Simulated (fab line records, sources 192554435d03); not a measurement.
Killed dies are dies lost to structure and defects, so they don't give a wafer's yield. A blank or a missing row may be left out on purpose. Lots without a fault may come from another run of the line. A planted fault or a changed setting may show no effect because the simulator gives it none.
Chamber matching | flow n5_finfet | N5_BEOL_M3_STRIP_19 on rie_diel-01: 4 sister chambers
The step strips in O2. 18 wafers are shown with their chamber, then 9 later ones without.

WAFERS WITH THEIR CHAMBER
wafer  | chamber | showerhead_plenum_p_Torr (Torr) | throttle_valve_pct (%) | drypump_motor_current_A (A)
L076.1 | 3       | 2.11                            | 16.70                  | 6.6
L076.2 | 1       | 2.02                            | 16.33                  | 5.9
L076.4 | 3       | 2.11                            | 16.70                  | 6.6
L075.3 | 3       | 2.11                            | 16.70                  | 6.7
L075.4 | 1       | 2.02                            | 16.33                  | 5.8
L075.5 | 1       | 2.02                            | 16.32                  | 5.8
L077.1 | 0       | 2.08                            | 16.63                  | 6.1
L077.4 | 1       | 2.02                            | 16.33                  | 5.9
L077.6 | 0       | 2.08                            | 16.64                  | 6.1
L078.3 | 2       | 2.07                            | 16.66                  | 6.0
L078.5 | 0       | 2.08                            | 16.65                  | 6.1
L078.6 | 2       | 2.07                            | 16.66                  | 6.1
L082.4 | 1       | 2.02                            | 16.35                  | 5.9
L082.5 | 2       | 2.07                            | 16.69                  | 6.0
L082.6 | 1       | 2.02                            | 16.34                  | 5.9
L083.1 | 3       | 2.10                            | 16.71                  | 6.7
L083.2 | 2       | 2.07                            | 16.69                  | 6.1
L083.6 | 3       | 2.10                            | 16.71                  | 6.7

SIGNATURES (means of the wafers above)
reading                  | chamber 0 | chamber 1 | chamber 2 | chamber 3 | scatter within a chamber
showerhead_plenum_p_Torr | 2.0800    | 2.0200    | 2.0700    | 2.1060    | 0.00293
throttle_valve_pct       | 16.6400   | 16.3333   | 16.6750   | 16.7040   | 0.0112
drypump_motor_current_A  | 6.100     | 5.867     | 6.050     | 6.660     | 0.0502
Rule: a wafer's distance from a chamber is the root of the sum, over the readings, of the square of ((its reading less the chamber's mean) divided by the reading's scatter). The wafer belongs to the nearest chamber; if the next one is less than 2 further off, it can't be placed. The scatter: the root of (the sum of the squares of (reading less its chamber's mean) over the shown wafers, divided by (wafers less chambers)).

WAFERS WITHOUT THEIR CHAMBER
wafer  | showerhead_plenum_p_Torr (Torr) | throttle_valve_pct (%) | drypump_motor_current_A (A)
L086.1 | 2.10                            | 16.72                  | 6.6
L086.2 | 2.07                            | 16.70                  | 6.0
L086.3 | 2.01                            | 16.37                  | 5.8
L092.2 | 2.06                            | 16.73                  | 6.0
L092.3 | 2.07                            | 16.66                  | 6.1
L092.4 | 2.10                            | 16.75                  | 6.7
L094.1 | 2.09                            | 16.77                  | 6.7
L094.2 | 2.07                            | 16.70                  | 6.1
L094.4 | 2.01                            | 16.38                  | 5.8

WHICH CHAMBER EACH WENT THROUGH
wafer  | from the rows above | in truth
L086.1 | 3                   | 3
L086.2 | 2                   | 2
L086.3 | 1                   | 1
L092.2 | 2                   | 2
L092.3 | 2                   | 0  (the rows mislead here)
L092.4 | 3                   | 3
L094.1 | 3                   | 3
L094.2 | 2                   | 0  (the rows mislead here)
L094.4 | 1                   | 1
Placed correctly: 7 of 9. Can't be placed from these rows: 0. Placed wrongly: 2.
